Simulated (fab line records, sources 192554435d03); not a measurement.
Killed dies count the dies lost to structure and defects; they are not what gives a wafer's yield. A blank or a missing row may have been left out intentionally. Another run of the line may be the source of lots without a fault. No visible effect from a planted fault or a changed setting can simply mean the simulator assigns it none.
Problem report in the 8D (eight disciplines) form, filled by code + flow n5_finfet + the parts of the form that need people (team, actions taken, sign-off) are left out

1. THE PROBLEM
Wafers without a fault read 342.0 W, standard deviation 1.6; rf_fwd_power_W at N5_BEOL_M7_VIA_ETCH_34 reads a mean of 425.2 W on 2 wafers belonging to 2 lots. Relative to the usual mean, that is a shift of +52 standard deviations.
The step: etches SiCOH lowk in C4F6/O2, target depth 125.5 nm, time 50.5 s.
First seen on wafer L907.5, day 13 09:19, on rie_diel-02. The record holds 31 wafers of 11 lots with a number at this step. Rule for "out", or "out of limits": more than 4 standard deviations from the usual mean. The other wafers with a number count as sound.

2. WHAT IT IS, WHAT IT ISN'T
| question                    | is                       | is not                                                                                 |
|-----------------------------|--------------------------|----------------------------------------------------------------------------------------|
| which readings at this step | rf_fwd_power_W, rf_vpp_V | drypump_motor_current_A, oes_product_au, showerhead_plenum_p_Torr, throttle_valve_pct  |
| which lots                  | L907, L909               | L895, L896, L901, L904, L905, L906, L912, L917, L918                                   |
| which wafers of those lots  | L907.5, L909.4           | L907.2, L907.6, L909.1, L909.2                                                         |
| read on which tools         | rie_diel-02              | rie_diel-01, rie_diel-06                                                               |
| when                        | from day 13 09:19        | up to then (18 sound wafers); but 11 sound wafers of L909, L912, L917, L918 came after |

3. WHAT RULES OUT EACH SUSPECT
Counting: any tool at a process step up to the reading remains a suspect provided it ran every lot that is out. Sound lots after the first of them don't rule it out here, since some wafers of a struck lot are sound.
- rie_diel-02 at N5_BEOL_M7_VIA_ETCH_34 (etches SiCOH lowk in C4F6/O2, target depth 125.5 nm, time 50.5 s): kept. It ran every lot that is out, first L907 (day 13 09:19); its last sound lot up to then is L904 (day 12 08:57). On those wafers its own readings are out: rf_fwd_power_W, rf_vpp_V.
- At N5_BEOL_M7_VIA_ETCH_34, inside rie_diel-02: chamber 1 took the wafers that are out, while their sound lot-mates went through chambers 0, 2, 3.
Remaining after the count: rie_diel-02 at N5_BEOL_M7_VIA_ETCH_34.

4. THE CAUSE (what the simulator had put in)
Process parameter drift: rie_diel-02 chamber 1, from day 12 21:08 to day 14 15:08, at N5_BEOL_M7_VIA_ETCH_34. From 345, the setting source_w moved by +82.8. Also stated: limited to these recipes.
After counting, this tool was the only one left.

5. SEQUENCE OF EFFECTS, ordered by route
One row per reading whose mean, taken over the struck wafers that have a number, lies over 3 standard deviations from the usual. Readings are gone through only where the record gives a usual standard deviation; hours: the median, over the lots, of the time from a lot's start at the first step in this table giving one to that lot's start at this step; sigmas: the change measured in usual standard deviations.
| hours | step                   | reading        | usual   | on struck wafers | change | sigmas |
|-------|------------------------|----------------|---------|------------------|--------|--------|
| 0     | N5_BEOL_M7_VIA_ETCH_34 | rf_fwd_power_W | 342.0 W | 425.2            | +83.2  | +52    |
| 0     | N5_BEOL_M7_VIA_ETCH_34 | rf_vpp_V       | 664 V   | 610              | -54    | -5.4   |
Process steps it contains:
- N5_BEOL_M7_VIA_ETCH_34: etches SiCOH lowk in C4F6/O2, target depth 125.5 nm, time 50.5 s.
At these later measuring or inspecting steps, every struck wafer for which the step has a row has a number for every such reading, and none has moved that far: N5_BEOL_M7_CD_MEAS_35.

6. HOW IT WOULD HAVE BEEN CAUGHT EARLIER
First out-of-limits reading in this record: day 13 09:19, which is 12 hours after fault onset at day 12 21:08.
